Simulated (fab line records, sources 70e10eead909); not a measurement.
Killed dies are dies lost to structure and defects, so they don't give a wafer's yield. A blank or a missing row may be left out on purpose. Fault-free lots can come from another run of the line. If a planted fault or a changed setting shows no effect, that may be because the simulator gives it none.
Matching of chambers	flow nandHarc	NHARC_A_CHANNEL_FILL_D1_ALD_14 on aldHk-04 has 4 sister chambers
The step deposits SiO2, target thk 2.5 nm, pulse time 10 s, ald cycles 25. 4 wafers are shown with their chamber, then 10 later ones without.

== WAFERS WITH THEIR CHAMBER ==
wafer	chamber	heaterPowerW (W)
L084.1	3	451
L091.5	1	499
L092.3	2	417
L092.5	0	442

== WAFERS WITH NO CHAMBER GIVEN ==
wafer	heaterPowerW (W)
L092.6	499
L097.1	488
L097.5	439
L097.6	499
L095.1	480
L095.3	448
L095.5	421
L096.3	498
L096.5	426
L096.6	449

== WHICH CHAMBER EACH WENT THROUGH ==
wafer	from the rows above	in truth
L092.6	1	1
L097.1	1	1
L097.5	can't be placed: 0 or 3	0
L097.6	1	1
L095.1	can't be placed: 1 or 3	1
L095.3	can't be placed: 3 or 0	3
L095.5	2	2
L096.3	1	1
L096.5	can't be placed: 2 or 0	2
L096.6	can't be placed: 3 or 0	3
Correctly placed: 5 of 10. These rows do not allow placing 5 (true chamber among the candidates in 5). Wrongly placed: 0.
How it was worked out, from the rows above alone: a wafer's distance from a chamber is the root of the sum, over the readings, of the square of ((its reading less the chamber's mean) divided by the reading's scatter). If the next closest chamber is less than 2 further off than the closest, the wafer can't be placed; otherwise it belongs to the closest. For every chamber, the mean is computed from those of its wafers that are shown. The scatter: root of mean squared gap, hidden wafer to nearest shown wafer, with one shown wafer a chamber.
